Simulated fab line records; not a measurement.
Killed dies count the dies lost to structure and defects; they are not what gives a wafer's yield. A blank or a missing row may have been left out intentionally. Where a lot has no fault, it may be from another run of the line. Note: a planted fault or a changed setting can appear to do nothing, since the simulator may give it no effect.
Chamber matching / flow n5Finfet / rieDiel-04 running N5_BEOL_M10_ETCH_65: 4 sister chambers
The step etches SiARC in CF4, target depth 39 nm, time 65 s. 24 wafers are shown with their chamber, then 12 later ones without.

EACH WAFER AND ITS CHAMBER
wafer=L074.3; chamber=0; showerheadPlenumPTorr (Torr)=2.27; drypumpMotorCurrentA (A)=5.6; etchRfOnTimeS (s)=65.6
wafer=L074.5; chamber=3; showerheadPlenumPTorr (Torr)=2.11; drypumpMotorCurrentA (A)=6.1; etchRfOnTimeS (s)=66.8
wafer=L074.6; chamber=2; showerheadPlenumPTorr (Torr)=2.11; drypumpMotorCurrentA (A)=5.3; etchRfOnTimeS (s)=65.8
wafer=L075.2; chamber=2; showerheadPlenumPTorr (Torr)=2.10; drypumpMotorCurrentA (A)=5.3; etchRfOnTimeS (s)=66.8
wafer=L075.5; chamber=0; showerheadPlenumPTorr (Torr)=2.27; drypumpMotorCurrentA (A)=5.5; etchRfOnTimeS (s)=65.5
wafer=L075.6; chamber=2; showerheadPlenumPTorr (Torr)=2.10; drypumpMotorCurrentA (A)=5.3; etchRfOnTimeS (s)=67.3
wafer=L086.1; chamber=2; showerheadPlenumPTorr (Torr)=2.10; drypumpMotorCurrentA (A)=5.3; etchRfOnTimeS (s)=68.0
wafer=L086.2; chamber=3; showerheadPlenumPTorr (Torr)=2.10; drypumpMotorCurrentA (A)=6.0; etchRfOnTimeS (s)=66.1
wafer=L086.3; chamber=0; showerheadPlenumPTorr (Torr)=2.26; drypumpMotorCurrentA (A)=5.6; etchRfOnTimeS (s)=65.8
wafer=L086.4; chamber=1; showerheadPlenumPTorr (Torr)=2.20; drypumpMotorCurrentA (A)=5.4; etchRfOnTimeS (s)=65.1
wafer=L086.5; chamber=0; showerheadPlenumPTorr (Torr)=2.26; drypumpMotorCurrentA (A)=5.6; etchRfOnTimeS (s)=65.9
wafer=L086.6; chamber=1; showerheadPlenumPTorr (Torr)=2.20; drypumpMotorCurrentA (A)=5.5; etchRfOnTimeS (s)=65.0
wafer=L085.1; chamber=0; showerheadPlenumPTorr (Torr)=2.26; drypumpMotorCurrentA (A)=5.6; etchRfOnTimeS (s)=64.9
wafer=L085.2; chamber=1; showerheadPlenumPTorr (Torr)=2.19; drypumpMotorCurrentA (A)=5.4; etchRfOnTimeS (s)=64.6
wafer=L085.3; chamber=3; showerheadPlenumPTorr (Torr)=2.10; drypumpMotorCurrentA (A)=6.0; etchRfOnTimeS (s)=66.2
wafer=L085.4; chamber=2; showerheadPlenumPTorr (Torr)=2.10; drypumpMotorCurrentA (A)=5.3; etchRfOnTimeS (s)=67.0
wafer=L085.5; chamber=1; showerheadPlenumPTorr (Torr)=2.19; drypumpMotorCurrentA (A)=5.5; etchRfOnTimeS (s)=64.2
wafer=L085.6; chamber=2; showerheadPlenumPTorr (Torr)=2.10; drypumpMotorCurrentA (A)=5.3; etchRfOnTimeS (s)=67.7
wafer=L090.2; chamber=2; showerheadPlenumPTorr (Torr)=2.09; drypumpMotorCurrentA (A)=5.3; etchRfOnTimeS (s)=68.0
wafer=L090.3; chamber=1; showerheadPlenumPTorr (Torr)=2.19; drypumpMotorCurrentA (A)=5.4; etchRfOnTimeS (s)=64.0
wafer=L090.5; chamber=1; showerheadPlenumPTorr (Torr)=2.19; drypumpMotorCurrentA (A)=5.4; etchRfOnTimeS (s)=64.1
wafer=L092.2; chamber=0; showerheadPlenumPTorr (Torr)=2.25; drypumpMotorCurrentA (A)=5.6; etchRfOnTimeS (s)=65.6
wafer=L092.4; chamber=1; showerheadPlenumPTorr (Torr)=2.19; drypumpMotorCurrentA (A)=5.4; etchRfOnTimeS (s)=64.0
wafer=L092.6; chamber=2; showerheadPlenumPTorr (Torr)=2.09; drypumpMotorCurrentA (A)=5.3; etchRfOnTimeS (s)=68.0

SIGNATURES, as means of the wafers listed above
reading=showerheadPlenumPTorr; chamber 0=2.2617; chamber 1=2.1929; chamber 2=2.0987; chamber 3=2.1033; scatter within a chamber=0.00625
reading=drypumpMotorCurrentA; chamber 0=5.583; chamber 1=5.429; chamber 2=5.300; chamber 3=6.033; scatter within a chamber=0.0383
reading=etchRfOnTimeS; chamber 0=65.550; chamber 1=64.429; chamber 2=67.325; chamber 3=66.367; scatter within a chamber=0.568
Rule: for a wafer and a chamber, the distance is found by dividing, reading by reading, the gap between the wafer's reading and the chamber's mean by the reading's scatter, squaring, summing and taking the root. If the next closest chamber is less than 2 further off than the closest, the wafer can't be placed; otherwise it belongs to the closest. How the scatter is found: for the shown wafers, subtract from each reading the mean of its chamber, square and add these, divide the total by (wafers less chambers), then take the root.

WAFERS WITH NO CHAMBER GIVEN
wafer=L094.1; showerheadPlenumPTorr (Torr)=2.09; drypumpMotorCurrentA (A)=5.3; etchRfOnTimeS (s)=67.6
wafer=L094.2; showerheadPlenumPTorr (Torr)=2.25; drypumpMotorCurrentA (A)=5.6; etchRfOnTimeS (s)=66.0
wafer=L094.3; showerheadPlenumPTorr (Torr)=2.19; drypumpMotorCurrentA (A)=5.5; etchRfOnTimeS (s)=63.3
wafer=L096.2; showerheadPlenumPTorr (Torr)=2.09; drypumpMotorCurrentA (A)=5.3; etchRfOnTimeS (s)=68.7
wafer=L096.3; showerheadPlenumPTorr (Torr)=2.19; drypumpMotorCurrentA (A)=5.5; etchRfOnTimeS (s)=64.7
wafer=L096.5; showerheadPlenumPTorr (Torr)=2.09; drypumpMotorCurrentA (A)=5.3; etchRfOnTimeS (s)=68.4
wafer=L097.1; showerheadPlenumPTorr (Torr)=2.19; drypumpMotorCurrentA (A)=5.5; etchRfOnTimeS (s)=64.6
wafer=L097.2; showerheadPlenumPTorr (Torr)=2.09; drypumpMotorCurrentA (A)=6.1; etchRfOnTimeS (s)=67.2
wafer=L097.3; showerheadPlenumPTorr (Torr)=2.09; drypumpMotorCurrentA (A)=5.3; etchRfOnTimeS (s)=69.0
wafer=L097.4; showerheadPlenumPTorr (Torr)=2.25; drypumpMotorCurrentA (A)=5.6; etchRfOnTimeS (s)=66.6
wafer=L097.5; showerheadPlenumPTorr (Torr)=2.19; drypumpMotorCurrentA (A)=5.5; etchRfOnTimeS (s)=64.7
wafer=L097.6; showerheadPlenumPTorr (Torr)=2.25; drypumpMotorCurrentA (A)=5.6; etchRfOnTimeS (s)=66.3

EACH ONE'S CHAMBER
wafer=L094.1; from the rows above=2; in truth=2
wafer=L094.2; from the rows above=0; in truth=0
wafer=L094.3; from the rows above=1; in truth=1
wafer=L096.2; from the rows above=2; in truth=2
wafer=L096.3; from the rows above=1; in truth=1
wafer=L096.5; from the rows above=2; in truth=2
wafer=L097.1; from the rows above=1; in truth=1
wafer=L097.2; from the rows above=3; in truth=3
wafer=L097.3; from the rows above=2; in truth=2
wafer=L097.4; from the rows above=0; in truth=0
wafer=L097.5; from the rows above=1; in truth=1
wafer=L097.6; from the rows above=0; in truth=0
12 of 12 placed correctly. Can't be placed from these rows: 0. Number placed wrongly: 0.
